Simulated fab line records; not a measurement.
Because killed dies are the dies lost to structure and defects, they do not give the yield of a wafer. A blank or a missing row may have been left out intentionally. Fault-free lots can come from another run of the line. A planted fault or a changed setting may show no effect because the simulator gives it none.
What tool caused it? -- flow n5Finfet -- 11 lots, 30 wafers sampled, at 1 step of a route of 1938

WHAT THE GAUGES SHOWED, per wafer
N5_BEOL_M4_INSPECT_30: inspects for defects (brightfield).
lot,measured,on,rawDefectCount
L445,day 7 07:42,defectInspect-01,288 227
L447,day 7 14:24,defectInspect-01,299 315
L448,day 8 02:31,defectInspect-02,590 446 475
L449,day 8 12:26,defectInspect-01,304 518 603
L450,day 8 14:22,defectInspect-02,419 438 327
L453,day 9 09:42,defectInspect-01,433 430
L455,day 9 10:13,defectInspect-01,386 432 537
L456,day 9 22:19,defectInspect-01,350 398 591
L459,day 10 23:53,defectInspect-01,395 469 430
L460,day 11 11:20,defectInspect-02,502 475 464
L465,day 12 02:34,defectInspect-02,363 389 535

WHICH TOOL RAN EACH LOT (tool, then ch and the chambers of the sampled wafers, then the start)
Record: no process step prior to these readings.

THE ANSWER, worked out from the rows above alone
Rule: the lots themselves supply what counts as usual. The widest of any qualifying gaps counts: lots, ordered by their means at a reading, are off when they make up no more than a third of the lots, leave a main group of 4 or more, and stand apart from it by 3 or more times the standard deviation of that group's means. The tables above print the reading to a certain number of digits; a main group whose means all agree to those digits is not used. Also off: a lot with no number at a reading for which 4 or more lots have one. Any other lot the step has rows for is counted as sound.
No lot is off on any of the readings shown, so nothing can be concluded from this.

WHAT THE SIMULATOR HAD PUT IN
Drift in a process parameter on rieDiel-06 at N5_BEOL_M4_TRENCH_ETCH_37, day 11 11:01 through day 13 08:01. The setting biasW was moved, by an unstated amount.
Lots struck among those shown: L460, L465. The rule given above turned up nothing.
